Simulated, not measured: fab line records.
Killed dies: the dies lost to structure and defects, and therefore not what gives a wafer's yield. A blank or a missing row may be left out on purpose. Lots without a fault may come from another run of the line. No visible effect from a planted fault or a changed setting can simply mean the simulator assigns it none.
Split-lot trial / flow n5Finfet / 21 wafers read from 7 lots, route of 1938 steps

ABOUT THE SPLIT
At N5_BEOL_M10_ETCH_62 (etches SOC in N2/H2, target depth 110 nm, overetch 22 nm, time 165 s), the setting timeS was moved away from the recipe's 165 s on 9 of the 21 wafers read, by -12.7% to +20.8%. This setting was run at the recipe's value on the other wafers.

The split's own step is where the reading is taken.

THE READING
SiARC_of_BEOL_M10_COAT_60.thkNm (the simulator's own value, which no gauge read), in nm, at N5_BEOL_M10_ETCH_62 (etches SOC in N2/H2, target depth 110 nm, overetch 22 nm, time 165 s). The file gives no usual value for it. Across the 12 wafers here that went through the recipe, the average is 23.5 nm and the standard deviation 0.13 nm.

wafer=L075.1; tool, chamber at the split=rieDiel-04, 3,1; timeS as run, s=151.8; against the recipe=-8.0%; SiARC_of_BEOL_M10_COAT_60.thkNm, nm=24; against lot-mates on the recipe=+0.6
wafer=L075.3; tool, chamber at the split=rieDiel-04, 3,1; timeS as run, s=151.8; against the recipe=-8.0%; SiARC_of_BEOL_M10_COAT_60.thkNm, nm=24; against lot-mates on the recipe=+0.6
wafer=L075.2; tool, chamber at the split=rieDiel-04, 2; timeS as run, s=165; against the recipe=recipe; SiARC_of_BEOL_M10_COAT_60.thkNm, nm=23.4; against lot-mates on the recipe=-
wafer=L076.2; tool, chamber at the split=rieDiel-04, 1; timeS as run, s=199.4; against the recipe=+20.8%; SiARC_of_BEOL_M10_COAT_60.thkNm, nm=22; against lot-mates on the recipe=-1.4
wafer=L076.4; tool, chamber at the split=rieDiel-04, 1; timeS as run, s=165; against the recipe=recipe; SiARC_of_BEOL_M10_COAT_60.thkNm, nm=23.4; against lot-mates on the recipe=-
wafer=L076.6; tool, chamber at the split=rieDiel-04, 0; timeS as run, s=199.4; against the recipe=+20.8%; SiARC_of_BEOL_M10_COAT_60.thkNm, nm=22.4; against lot-mates on the recipe=-1.0
wafer=L081.2; tool, chamber at the split=rieDiel-05, 1,3; timeS as run, s=165; against the recipe=recipe; SiARC_of_BEOL_M10_COAT_60.thkNm, nm=23.6; against lot-mates on the recipe=-
wafer=L081.6; tool, chamber at the split=rieDiel-05, 1,3; timeS as run, s=165; against the recipe=recipe; SiARC_of_BEOL_M10_COAT_60.thkNm, nm=23.6; against lot-mates on the recipe=-
wafer=L081.3; tool, chamber at the split=rieDiel-05, 3; timeS as run, s=165; against the recipe=recipe; SiARC_of_BEOL_M10_COAT_60.thkNm, nm=23.8; against lot-mates on the recipe=-
wafer=L086.1; tool, chamber at the split=rieDiel-02, 1,3; timeS as run, s=176.7; against the recipe=+7.1%; SiARC_of_BEOL_M10_COAT_60.thkNm, nm=23; against lot-mates on the recipe=-0.4
wafer=L086.5; tool, chamber at the split=rieDiel-02, 1,3; timeS as run, s=176.7; against the recipe=+7.1%; SiARC_of_BEOL_M10_COAT_60.thkNm, nm=23; against lot-mates on the recipe=-0.4
wafer=L086.3; tool, chamber at the split=rieDiel-02, 3; timeS as run, s=165; against the recipe=recipe; SiARC_of_BEOL_M10_COAT_60.thkNm, nm=23.4; against lot-mates on the recipe=-
wafer=L087.3; tool, chamber at the split=rieDiel-05, 2,1; timeS as run, s=165; against the recipe=recipe; SiARC_of_BEOL_M10_COAT_60.thkNm, nm=23.6; against lot-mates on the recipe=-
wafer=L087.4; tool, chamber at the split=rieDiel-05, 2,1; timeS as run, s=165; against the recipe=recipe; SiARC_of_BEOL_M10_COAT_60.thkNm, nm=23.6; against lot-mates on the recipe=-
wafer=L087.5; tool, chamber at the split=rieDiel-05, 3; timeS as run, s=144; against the recipe=-12.7%; SiARC_of_BEOL_M10_COAT_60.thkNm, nm=24.2; against lot-mates on the recipe=+0.6
wafer=L091.2; tool, chamber at the split=rieDiel-04, 0,3,2; timeS as run, s=165; against the recipe=recipe; SiARC_of_BEOL_M10_COAT_60.thkNm, nm=23.4; against lot-mates on the recipe=-
wafer=L091.3; tool, chamber at the split=rieDiel-04, 0,3,2; timeS as run, s=165; against the recipe=recipe; SiARC_of_BEOL_M10_COAT_60.thkNm, nm=23.4; against lot-mates on the recipe=-
wafer=L091.4; tool, chamber at the split=rieDiel-04, 0,3,2; timeS as run, s=165; against the recipe=recipe; SiARC_of_BEOL_M10_COAT_60.thkNm, nm=23.4; against lot-mates on the recipe=-
wafer=L092.1; tool, chamber at the split=rieDiel-05, 0; timeS as run, s=165; against the recipe=recipe; SiARC_of_BEOL_M10_COAT_60.thkNm, nm=23.6; against lot-mates on the recipe=-
wafer=L092.4; tool, chamber at the split=rieDiel-05, 3; timeS as run, s=148.7; against the recipe=-9.9%; SiARC_of_BEOL_M10_COAT_60.thkNm, nm=24; against lot-mates on the recipe=+0.4
wafer=L092.6; tool, chamber at the split=rieDiel-05, 3; timeS as run, s=148.7; against the recipe=-9.9%; SiARC_of_BEOL_M10_COAT_60.thkNm, nm=24.2; against lot-mates on the recipe=+0.6
If several chambers appear in one row, that row covers several wafers at once and the file leaves open which wafer was in which chamber.

FIT RESULTS
A straight line over all 21 wafers: SiARC_of_BEOL_M10_COAT_60.thkNm changes by -0.0619 nm for each +1% of timeS; r = -0.97; the points scatter about the line by 0.13 nm.
The same after taking each lot's own level away (the mean of its wafers on the recipe; 21 wafers): -0.0569 nm for each +1%; r = -0.98; scatter 0.1 nm.
Per that fit: largest timeS move, reading shift of 1.2 nm.
The span of the lots' own levels, 23.40 to 23.67 nm, comes to 2.1 times the standard deviation stated above.
So the lot-to-lot level changes the slope little: the two slopes agree.
Check: for one of the wafers moved furthest among these (+20.8%), held out of the fit, the line's prediction against its lot-mates is -1.08 nm. It came out at -1.4 nm against them.

FURTHER SPLITS ON THESE WAFERS
Other splits were also applied to these wafers ahead of the reading. Each is held against what the fit with the lots' levels taken away leaves over:
other split on the same wafers=N5_BEOL_M6_DESCUM_33 timeS; wafers away from the commonest value=5; r with SiARC_of_BEOL_M10_COAT_60.thkNm (lot level and that fit taken away)=-0.30
other split on the same wafers=N5_BEOL_M7_ETCH_66 timeS; wafers away from the commonest value=3; r with SiARC_of_BEOL_M10_COAT_60.thkNm (lot level and that fit taken away)=+0.00
other split on the same wafers=N5_BEOL_M7_VIA_ETCH_34 sourceW; wafers away from the commonest value=8; r with SiARC_of_BEOL_M10_COAT_60.thkNm (lot level and that fit taken away)=-0.06
other split on the same wafers=N5_BEOL_M8_TRENCH_ETCH_37 biasW; wafers away from the commonest value=10; r with SiARC_of_BEOL_M10_COAT_60.thkNm (lot level and that fit taken away)=-0.22
other split on the same wafers=N5_BEOL_M9_HM_DEP_02 targetThkA; wafers away from the commonest value=8; r with SiARC_of_BEOL_M10_COAT_60.thkNm (lot level and that fit taken away)=+0.26
other split on the same wafers=N5_BEOL_M9_EXPOSE_08 doseMj; wafers away from the commonest value=4; r with SiARC_of_BEOL_M10_COAT_60.thkNm (lot level and that fit taken away)=+0.00

THE WHOLE CHAIN: every reading that the file lists as answering this split, in the file's order
step=N5_BEOL_M10_ETCH_62; what it does=etches SOC in N2/H2, target depth 110 nm, overetch 22 nm, time 165 s; reading=SiARC_of_BEOL_M10_COAT_60.thkNm (the simulator's own value, which no gauge read); change (the file's fit)=-0.0559 nm for each +1% of the setting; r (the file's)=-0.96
step=N5_BEOL_M10_HM_OPEN_17; what it does=chemistry Cl2/BCl3, target TiN, target depth 20 nm, overetch 6 nm; reading=etch.depthNm (the simulator's own value, which no gauge read); change (the file's fit)=not straight: 20.19 at the lowest setting, 20.21 at the recipe, 16.74 at the highest; r (the file's)=not given

THE FILE'S OWN FIT
SiARC_of_BEOL_M10_COAT_60.thkNm changes by -0.0559 nm for each +1% of timeS, r = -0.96.
